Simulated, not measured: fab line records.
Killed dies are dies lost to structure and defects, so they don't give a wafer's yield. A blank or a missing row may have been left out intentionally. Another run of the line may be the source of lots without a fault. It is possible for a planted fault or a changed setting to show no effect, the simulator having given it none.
Matching of chambers ; flow n5_finfet ; N5_MOL_CONTACT_COAG_DESCUM_13 on rie_diel-05 has 4 sister chambers
The step chemistry O2, time 7 s. 8 wafers are shown with their chamber, then 7 later ones without.

WAFERS PAIRED WITH THEIR CHAMBERS
wafer;chamber;drypump_motor_current_A (A);throttle_valve_pct (%)
L074.3;2;5.2;20.30
L077.5;3;5.5;20.74
L081.5;1;5.2;20.86
L083.3;2;5.2;19.92
L083.5;0;6.5;20.35
L083.6;1;5.1;20.87
L086.3;0;6.4;20.36
L086.4;3;5.5;20.79

WAFERS WITH NO CHAMBER GIVEN
wafer;drypump_motor_current_A (A);throttle_valve_pct (%)
L086.6;6.5;20.36
L093.1;5.6;20.81
L093.5;6.4;20.38
L093.6;5.2;20.59
L096.1;6.4;20.37
L096.3;5.5;20.84
L096.5;5.5;20.83

CHAMBER TAKEN BY EACH
wafer;from the rows above;in truth
L086.6;0;0
L093.1;3;3
L093.5;0;0
L093.6;can't be placed: 1 or 2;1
L096.1;0;0
L096.3;3;3
L096.5;3;3
6 of 7 placed correctly. Can't be placed from these rows: 1 (the true chamber is among the candidates in 1). Wrongly placed: 0.
How it was worked out, from the rows above alone: a wafer's distance from a chamber is the root of the sum, over the readings, of the square of ((its reading less the chamber's mean) divided by the reading's scatter). If the next closest chamber is less than 2 further off than the closest, the wafer can't be placed; otherwise it belongs to the closest. The mean given for a chamber averages the wafers shown for that chamber. The scatter: take each reading less its chamber's mean, square it, sum over the shown wafers, divide by the number of wafers less the number of chambers, and take the root.
